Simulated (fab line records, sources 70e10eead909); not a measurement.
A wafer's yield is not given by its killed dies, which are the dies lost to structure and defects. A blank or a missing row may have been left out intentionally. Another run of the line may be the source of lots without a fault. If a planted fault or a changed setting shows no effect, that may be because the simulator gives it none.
The tool behind it: which one? | flow nand harc | 42 wafers from 14 lots sampled at 4 of the route's 1302 steps

## WHAT THE GAUGES SHOWED, per wafer
Not one reading of a measure or inspect step in the record can be checked against a usual standard deviation.

## WHAT TOOL EACH LOT RAN ON (gives the tool, then ch and the chambers of the sampled wafers, and finally the start)
lot  | NHARC_P_M0_PRE_CLEAN_29                 | NHARC_P_M0_PVD_20                       | NHARC_P_M0_PRE_CLEAN_31         | NHARC_P_M1_EXPOSE_06
L414 | pvd sputter-02, day 6 14:42 or earlier  | pvd sputter-02, day 6 14:42 or earlier  | pecvd-02 ch 0,2, day 6 14:42    | arfi scanner-02 ch 0, day 6 15:50
L415 | pvd sputter-01, day 7 05:36 or earlier  | pvd sputter-01, day 7 05:36 or earlier  | pecvd-01 ch 1,2, day 7 05:36    | arfi scanner-03 ch 0, day 7 06:55
L416 | pvd sputter-03, day 7 06:42 or earlier  | pvd sputter-03, day 7 06:42 or earlier  | pecvd-04 ch 0,1, day 7 06:42    | arfi scanner-03 ch 0, day 7 07:56
L417 | pvd sputter-03, day 7 23:18 or earlier  | pvd sputter-03, day 7 23:18 or earlier  | pecvd-02 ch 0,1, day 7 23:18    | arfi scanner-01, day 8 00:26
L418 | pvd sputter-01, day 8 13:04 or earlier  | pvd sputter-01, day 8 13:04 or earlier  | pecvd-02 ch 1,2, day 8 13:04    | arfi scanner-02, day 8 14:15
L421 | pvd sputter-02, day 9 16:36 or earlier  | pvd sputter-02, day 9 16:36 or earlier  | pecvd-04 ch 0,2, day 9 16:36    | arfi scanner-01 ch 0, day 9 17:38
L428 | pvd sputter-03, day 12 04:43 or earlier | pvd sputter-03, day 12 04:43 or earlier | pecvd-04 ch 0,1,2, day 12 04:43 | arfi scanner-02 ch 0, day 12 05:53
L429 | pvd sputter-03, day 12 22:43 or earlier | pvd sputter-03, day 12 22:43 or earlier | pecvd-02 ch 1,2, day 12 22:43   | arfi scanner-02 ch 0, day 12 23:47
L430 | pvd sputter-02, day 13 07:20 or earlier | pvd sputter-02, day 13 07:20 or earlier | pecvd-01 ch 0,1,2, day 13 07:20 | arfi scanner-02 ch 0, day 13 08:25
L432 | pvd sputter-03, day 13 23:54 or earlier | pvd sputter-03, day 13 23:54 or earlier | pecvd-02 ch 0,1,2, day 13 23:54 | arfi scanner-03 ch 0, day 14 00:58
L433 | pvd sputter-01, day 14 13:40 or earlier | pvd sputter-01, day 14 13:40 or earlier | pecvd-01 ch 0,1,2, day 14 13:40 | arfi scanner-01 ch 0, day 14 14:50
L434 | pvd sputter-03, day 15 06:38 or earlier | pvd sputter-03, day 15 06:38 or earlier | pecvd-02 ch 0,1,2, day 15 06:38 | arfi scanner-01 ch 0, day 15 07:43
L435 | pvd sputter-01, day 15 09:19 or earlier | pvd sputter-01, day 15 09:19 or earlier | pecvd-02 ch 0,2, day 15 09:19   | arfi scanner-02 ch 0, day 15 10:28
L436 | pvd sputter-03, day 16 00:11 or earlier | pvd sputter-03, day 16 00:11 or earlier | pecvd-04 ch 0,2, day 16 00:11   | arfi scanner-01 ch 0, day 16 01:22
- NHARC_P_M0_PRE_CLEAN_29: time 30 s.
- NHARC_P_M0_PVD_20: deposits TaN, target thk 5 nm, time 8.06 s.
- NHARC_P_M0_PRE_CLEAN_31: time 12 s.
- NHARC_P_M1_EXPOSE_06: exposes mask P M1, target cd 130 nm.

## AS READ BY THE TOOLS THEMSELVES (means over the sampled wafers that have a number; for cases with no such wafer, the mark the record gives instead)
NHARC_P_M0_PRE_CLEAN_29.
lot  | tool           | heater power w (W)
L414 | pvd sputter-02 | 440
L415 | pvd sputter-01 | 391
L416 | pvd sputter-03 | 384
L417 | pvd sputter-03 | 370
L418 | pvd sputter-01 | 405
L421 | pvd sputter-02 | 445
L428 | pvd sputter-03 | 382
L429 | pvd sputter-03 | 380
L430 | pvd sputter-02 | 429
L432 | pvd sputter-03 | 359
L433 | pvd sputter-01 | 368
L434 | pvd sputter-03 | 340
L435 | pvd sputter-01 | 403
L436 | pvd sputter-03 | 371

NHARC_P_M0_PVD_20.
lot  | tool           | bias v (V) | throttle valve pct (%)
L414 | pvd sputter-02 | 168.9      | 30.6
L415 | pvd sputter-01 | 169.6      | 30.4
L416 | pvd sputter-03 | 169.1      | 29.4
L417 | pvd sputter-03 | 168.5      | 29.4
L418 | pvd sputter-01 | 167.4      | 29.6
L421 | pvd sputter-02 | 168.9      | 30.7
L428 | pvd sputter-03 | 170.6      | 28.1
L429 | pvd sputter-03 | 168.6      | 30.0
L430 | pvd sputter-02 | 166.9      | 30.6
L432 | pvd sputter-03 | 170.1      | 29.7
L433 | pvd sputter-01 | 169.7      | 29.5
L434 | pvd sputter-03 | 166.1      | 28.4
L435 | pvd sputter-01 | 168.9      | 30.0
L436 | pvd sputter-03 | 166.1      | 29.8

NHARC_P_M0_PRE_CLEAN_31.
lot  | tool     | heater power w (W)
L414 | pecvd-02 | 623
L415 | pecvd-01 | 631
L416 | pecvd-04 | 590
L417 | pecvd-02 | 690
L418 | pecvd-02 | 616
L421 | pecvd-04 | 571
L428 | pecvd-04 | 567
L429 | pecvd-02 | 662
L430 | pecvd-01 | 599
L432 | pecvd-02 | 668
L433 | pecvd-01 | 616
L434 | pecvd-02 | 657
L435 | pecvd-02 | 661
L436 | pecvd-04 | 522

NHARC_P_M1_EXPOSE_06.
lot  | tool            | exposure dose mJ cm2 | focus offset nm (nm)
L414 | arfi scanner-02 | 81.79                | -1.0
L415 | arfi scanner-03 | 81.78                | 0.4
L416 | arfi scanner-03 | 81.70                | 0.0
L417 | arfi scanner-01 | -                    | -
L418 | arfi scanner-02 | -                    | -
L421 | arfi scanner-01 | 81.84                | -0.2
L428 | arfi scanner-02 | 81.78                | -0.0
L429 | arfi scanner-02 | 81.73                | -0.4
L430 | arfi scanner-02 | 81.85                | -0.1
L432 | arfi scanner-03 | 81.71                | -0.5
L433 | arfi scanner-01 | 81.87                | 0.4
L434 | arfi scanner-01 | 81.87                | -0.4
L435 | arfi scanner-02 | 81.79                | 0.2
L436 | arfi scanner-01 | 81.71                | -0.3

## THE ANSWER, worked out from the rows above alone
Rule: what is usual is taken from the lots themselves. Put in order of their means at a reading, lots are off if they are a third of the lots or fewer, leave a main group of 4 or more, and stand apart from it by a gap of 3 or more times the standard deviation of the main group's means; of several such gaps the widest counts. Not used: any main group whose means are identical at the precision the tables above print for the reading. A lot without any number at a reading at which 4 lots or more have one is off too. Where the step has rows for the other lots, those lots are counted as sound. The gauges are gone through in route order, then the tools' own readings, and for those a lot's mean is taken as printed above. At the first step where some lot is off, the reading lying furthest off is the one used; lots without a number count as furthest.
Off: L417, L418 (NHARC_P_M1_EXPOSE_06, exposure dose mJ cm2). Without a number there: L417, L418. Main group: mean 81.78, sd 0.06.
A tool fits if, at that step or a process step before it, it ran every lot that is off, and no sound lot after the first of them. With no start given for some of its lots, NHARC_P_M0_PRE_CLEAN_29 uses the hours and lot order of NHARC_P_M0_PRE_CLEAN_31. With no start given for some of its lots, NHARC_P_M0_PVD_20 uses the hours and lot order of NHARC_P_M0_PRE_CLEAN_31. No candidate that was tried fits.

## WHAT THE SIMULATOR PUT IN
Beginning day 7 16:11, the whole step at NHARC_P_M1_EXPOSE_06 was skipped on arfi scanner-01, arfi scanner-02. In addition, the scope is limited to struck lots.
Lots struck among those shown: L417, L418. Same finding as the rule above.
